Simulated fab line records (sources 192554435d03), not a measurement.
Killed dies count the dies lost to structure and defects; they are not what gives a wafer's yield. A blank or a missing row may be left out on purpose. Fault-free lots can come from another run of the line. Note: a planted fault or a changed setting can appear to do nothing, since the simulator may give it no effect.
Split-lot study + flow n5_finfet + route with 1938 steps; 7 lots, 21 wafers read

ON THE SPLIT
At N5_BEOL_M3_EXPOSE_25 (exposes mask V2, defocus 5 nm), the setting dose_mj was moved away from the recipe's 63 on 9 of the 21 wafers read, by -5.0% to +7.4%. This setting was run at the recipe's value on the other wafers.

FROM THE SPLIT TO THE READING: what the file shows between them, 2 steps
- N5_BEOL_M3_PEB_26: peb time 60 s
- N5_BEOL_M3_DEVELOP_27: develop time 30 s

THE READING
cd_nm, in nm, at N5_BEOL_M3_CD_MEAS_28 (target cd 25.7 nm, target cd y 23.3 nm). Typical for fault-free wafers on this fab line: 25.69 nm, with standard deviation 0.22 nm.

| wafer  | tool, chamber at the split | dose_mj as run | against the recipe | cd_nm, nm | against lot-mates on the recipe |
|--------|----------------------------|----------------|--------------------|-----------|---------------------------------|
| L077.4 | euv_scanner-02, 0          | 67.64          | +7.4%              | 26.96     | +1.19                           |
| L077.5 | euv_scanner-02, 0          | 63             | recipe             | 25.77     | -                               |
| L077.6 | euv_scanner-02, 0          | 67.64          | +7.4%              | 27.03     | +1.26                           |
| L082.3 | euv_scanner-02, 0          | 63             | recipe             | 25.55     | -                               |
| L082.4 | euv_scanner-02, 0          | 63             | recipe             | 25.99     | -                               |
| L082.5 | euv_scanner-02, 0          | 59.86          | -5.0%              | 24.74     | -1.03                           |
| L084.2 | euv_scanner-01, 0          | 60.34          | -4.2%              | 24.63     | -1.32                           |
| L084.4 | euv_scanner-01, 0          | 63             | recipe             | 25.95     | -                               |
| L084.5 | euv_scanner-01, 0          | 60.34          | -4.2%              | 24.88     | -1.07                           |
| L089.2 | euv_scanner-01, 0          | 66.06          | +4.9%              | 26.42     | +1.12                           |
| L089.4 | euv_scanner-01, 0          | 63             | recipe             | 25.30     | -                               |
| L089.6 | euv_scanner-01, 0          | 66.06          | +4.9%              | 26.54     | +1.24                           |
| L093.1 | euv_scanner-01, 0          | 65.39          | +3.8%              | 26.71     | +1.11                           |
| L093.2 | euv_scanner-01, 0          | 63             | recipe             | 25.59     | -                               |
| L093.4 | euv_scanner-01, 0          | 63             | recipe             | 25.61     | -                               |
| L096.2 | euv_scanner-02, 0          | 60.47          | -4.0%              | 24.94     | -0.95                           |
| L096.5 | euv_scanner-02, 0          | 63             | recipe             | 25.81     | -                               |
| L096.6 | euv_scanner-02, 0          | 63             | recipe             | 25.98     | -                               |
| L097.1 | euv_scanner-02, 0          | 63             | recipe             | 25.59     | -                               |
| L097.2 | euv_scanner-02, 0          | 63             | recipe             | 25.45     | -                               |
| L097.5 | euv_scanner-02, 0          | 63             | recipe             | 25.73     | -                               |

FIT RESULTS
A straight line over all 21 wafers: cd_nm changes by +0.189 nm for each +1% of dose_mj; r = +0.96; the points scatter about the line by 0.2 nm.
The same after taking each lot's own level away (the mean of its wafers on the recipe; 21 wafers): +0.216 nm for each +1%; r = +0.97; scatter 0.19 nm.
Per that fit: largest dose_mj move, reading shift of 1.6 nm.
From 25.300 to 25.950 nm: that is the span of the lots' own levels, equal to 3.0 times the standard deviation above.
Thus the slope moves with the lot-to-lot level: the two fits are different.
Check: for one of the wafers moved furthest among these (+7.4%), held out of the fit, the line's prediction against its lot-mates is +1.67 nm. Against them it came out at +1.19 nm.

FURTHER SPLITS ON THESE WAFERS
Before the reading, these wafers also passed through other splits. Each is held against what the fit with the lots' levels taken away leaves over:
| other split on the same wafers    | wafers away from the commonest value | r with cd_nm (lot level and that fit taken away) |
|-----------------------------------|--------------------------------------|--------------------------------------------------|
| N5_BEOL_M0_SAQP_DESCUM_45 time_s  | 6                                    | +0.19                                            |
| N5_BEOL_M0_CUTY_EXPOSE_54 dose_mj | 7                                    | +0.50                                            |
| N5_BEOL_M0_ETCH_138 source_w      | 8                                    | -0.04                                            |
| N5_BEOL_M2_COAT_67 spin_rpm       | 11                                   | -0.56                                            |
| N5_BEOL_M2_EXPOSE_25 dose_mj      | 6                                    | +0.11                                            |
| N5_BEOL_M2_TRENCH_ETCH_37 time_s  | 8                                    | +0.42                                            |

THE FILE'S OWN FIT
cd_nm changes by +0.218 nm for each +1% of dose_mj, r = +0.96.
